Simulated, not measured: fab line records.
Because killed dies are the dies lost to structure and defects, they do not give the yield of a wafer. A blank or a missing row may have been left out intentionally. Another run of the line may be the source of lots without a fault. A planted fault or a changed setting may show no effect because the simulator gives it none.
Which tool was responsible?    flow nand harc    12 lots, 36 wafers sampled, at 6 steps of a route of 1302

WHAT THE GAUGES READ, wafer by wafer
NHARC_A_CONTACT_CD_MEAS_69 targets a cd of 300 nm.
lot   measured      on         cd nm (nm)
L119  day 21 03:25  cd sem-03  300.1 299.6 299.0
L121  day 21 16:25  cd sem-03  300.1 300.4 300.3
L118  day 21 18:16  cd sem-02  299.8 299.7 300.0
L127  day 24 22:58  cd sem-02  294.4 294.6 294.2
L128  day 24 23:59  cd sem-03  295.8 295.6 295.5
L132  day 26 15:13  cd sem-02  299.5 299.1 299.6
L133  day 26 21:53  cd sem-01  299.7 300.0 300.0
L135  day 27 12:18  cd sem-01  300.1 299.7 299.4
L136  day 28 03:55  cd sem-02  299.7 300.5 300.1
L138  day 29 11:58  cd sem-02  299.8 300.5 300.4
L141  day 30 10:51  cd sem-03  300.1 299.9 300.1
L140  day 30 15:34  cd sem-03  300.7 300.1 300.6

NHARC_A_CONTACT_OVL_MEAS_70.
lot   measured      on          overlay x nm (nm)  overlay y nm (nm)
L119  day 21 03:30  overlay-02  -1.7 -1.4 -1.0     0.9 0.6 0.5
L121  day 21 16:30  overlay-01  -1.3 -1.4 -1.1     0.0 -0.2 -0.8
L118  day 21 18:21  overlay-01  0.2 0.6 0.5        0.1 0.1 0.3
L127  day 24 23:04  overlay-02  -0.2 -0.6 -0.4     0.9 0.6 0.8
L128  day 25 00:05  overlay-01  -0.3 0.3 0.1       2.2 1.7 2.2
L132  day 26 15:18  overlay-02  1.8 1.7 1.3        0.5 -0.1 0.5
L133  day 26 21:58  overlay-01  0.7 0.6 0.3        -0.8 -1.3 -1.5
L135  day 27 12:23  overlay-01  -0.2 -0.7 -0.4     1.2 0.7 1.1
L136  day 28 04:01  overlay-02  -1.3 -0.9 -1.7     0.3 0.7 0.1
L138  day 29 12:04  overlay-02  -0.7 -0.8 -1.0     0.3 0.5 0.5
L141  day 30 10:56  overlay-01  0.3 -0.1 -0.3      -0.3 -0.7 -0.6
L140  day 30 15:39  overlay-02  -0.9 -0.3 -0.9     0.5 0.3 0.2

NHARC_END_SORT_01.
lot   measured      on         killed at array  killed at other  killed at periphery  killed dies  killed open  killed short
L133  day 32 22:28  prober-01  61 51 51         0 0 0            9 12 8               70 63 59     0 2 8        1 5 3

TOOL THAT RAN EACH LOT (tool first, then ch and the chambers of the sampled wafers, then the start)
lot   NHARC_A_CONTACT_ETCH_120              NHARC_A_CONTACT_EXPOSE_66           NHARC_A_CONTACT_ETCH_77
L119  har cap etch-02 ch 0,1, day 20 18:58  arfi scanner-02 ch 0, day 21 03:16  rie diel-05 ch 0,2,3, no start
L121  har cap etch-03 ch 0,1, day 21 09:44  arfi scanner-03 ch 0, day 21 16:17  rie diel-05 ch 0,2,3, no start
L118  har cap etch-02 ch 0,1, day 21 11:44  arfi scanner-01 ch 0, day 21 18:08  rie diel-05 ch 0,2,3, no start
L127  har cap etch-01 ch 0,1, day 24 13:16  arfi scanner-03 ch 0, day 24 22:50  rie diel-03 ch 0,3, no start
L128  har cap etch-02 ch 0,1, day 24 14:32  arfi scanner-03 ch 0, day 24 23:51  rie diel-07 ch 0,1,3, no start
L132  har cap etch-02 ch 0,1, day 26 07:32  arfi scanner-01 ch 0, day 26 15:05  rie diel-07 ch 0,2, no start
L133  har cap etch-01 ch 0,1, day 26 14:45  arfi scanner-02 ch 0, day 26 21:44  rie diel-03 ch 2,3, day 32 22:28 or earlier
L135  har cap etch-02 ch 0,1, day 27 04:05  arfi scanner-01 ch 0, day 27 12:10  rie diel-07 ch 0,2,3, no start
L136  har cap etch-01 ch 0,1, day 27 19:57  arfi scanner-01 ch 0, day 28 03:47  rie diel-05 ch 1,2, no start
L138  har cap etch-02 ch 0,1, day 29 05:14  arfi scanner-02 ch 0, day 29 11:49  rie diel-03 ch 0,1,3, no start
L141  har cap etch-02 ch 0,1, day 30 03:25  arfi scanner-02 ch 0, day 30 10:43  rie diel-03 ch 0,3, no start
L140  har cap etch-03 ch 0,1, day 30 08:44  arfi scanner-02 ch 0, day 30 15:25  rie diel-03 ch 1,2,3, no start
- NHARC_A_CONTACT_ETCH_120: etches the open film in C4F8/O2/Ar, time 190 s, target depth 1850 nm.
- NHARC_A_CONTACT_EXPOSE_66: exposes mask A CC 2.
- NHARC_A_CONTACT_ETCH_77: etches the open film in CF4/CHF3, target depth 108.9 nm, time 54.5 s.

AS READ BY THE TOOLS THEMSELVES (means over the sampled wafers that have a number; for cases with no such wafer, the mark the record gives instead)
NHARC_A_CONTACT_EXPOSE_66.
lot   tool             exposure dose mJ cm2  stage vel mm s (mm/s)
L119  arfi scanner-02  59.0                  500.00
L121  arfi scanner-03  59.5                  500.05
L118  arfi scanner-01  60.1                  500.08
L127  arfi scanner-03  52.3                  500.39
L128  arfi scanner-03  53.7                  499.79
L132  arfi scanner-01  59.9                  499.82
L133  arfi scanner-02  59.5                  500.20
L135  arfi scanner-01  60.0                  499.84
L136  arfi scanner-01  60.0                  499.92
L138  arfi scanner-02  59.6                  500.27
L141  arfi scanner-02  59.5                  500.28
L140  arfi scanner-02  59.5                  500.12

NHARC_A_CONTACT_ETCH_77.
lot   tool         chf3 flow sccm (sccm)  drypump motor current A (A)  oes product au (a.u.)  rf vpp V (V)  showerhead plenum p Torr (Torr)  throttle valve pct (%)
L119  rie diel-05  30.00                  5.9                          0.923                  370.5         1.60                             16.812
L121  rie diel-05  30.08                  5.8                          0.969                  371.0         1.60                             16.803
L118  rie diel-05  29.96                  5.9                          0.967                  372.0         1.60                             16.798
L127  rie diel-03  30.04                  5.5                          0.921                  370.6         1.57                             16.796
L128  rie diel-07  30.03                  5.8                          0.924                  370.7         1.58                             16.788
L132  rie diel-07  29.98                  6.0                          0.926                  370.9         1.59                             16.808
L133  rie diel-03  30.09                  5.4                          0.961                  373.3         1.66                             16.798
L135  rie diel-07  30.04                  5.8                          0.953                  370.0         1.56                             16.810
L136  rie diel-05  29.97                  5.8                          0.958                  374.6         1.65                             16.804
L138  rie diel-03  30.04                  5.7                          0.931                  370.5         1.55                             16.801
L141  rie diel-03  29.95                  5.5                          0.920                  369.7         1.55                             16.806
L140  rie diel-03  30.03                  5.7                          0.922                  371.0         1.60                             16.811

THE ANSWER, worked out from the rows above alone
Rule: the lots themselves supply what counts as usual. The widest of any qualifying gaps counts: lots, ordered by their means at a reading, are off when they make up no more than a third of the lots, leave a main group of 4 or more, and stand apart from it by 3 or more times the standard deviation of that group's means. If all means in a main group match to the digits the tables above print for the reading, that group is not used. A lot without any number at a reading at which 4 lots or more have one is off too. The other lots that the step has rows for count as sound. First the gauges in route order, then the tools' own readings, where a lot's mean is used as printed above. At the first step where some lot is off, the reading lying furthest off is the one used; lots without a number count as furthest.
Off at NHARC_A_CONTACT_CD_MEAS_69 (cd nm): L127, L128. Main group: mean 300.0 nm, sd 0.31.
If a tool, at a process step before that reading, ran all the lots that are off and no sound lot after the first of them, it fits. Not tried: the gauges at NHARC_A_CONTACT_CD_MEAS_69; whatever is off there is also off at NHARC_A_CONTACT_EXPOSE_66, on other tools, and gauge error can't account for it. One candidate fits, namely arfi scanner-03 at NHARC_A_CONTACT_EXPOSE_66. A fault onset in the window from L121 (day 21 16:17, its last sound lot) to L127 (day 24 22:50, its first lot off) fits.
On the lots that are off, the tool's own readings at NHARC_A_CONTACT_EXPOSE_66 differ by more than 5 times the standard deviation of the sound lots' means, which bears it out; exposure dose mJ cm2 reads 53.0 there versus 59.7 on the sound lots.

WHAT THE SIMULATOR HAD INSERTED
Drift in process parameters on arfi scanner-03 at NHARC_A_CONTACT_EXPOSE_66, starting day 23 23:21. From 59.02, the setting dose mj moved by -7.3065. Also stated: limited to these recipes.
Lots struck among those shown: L127, L128. The rule above reached the same finding.
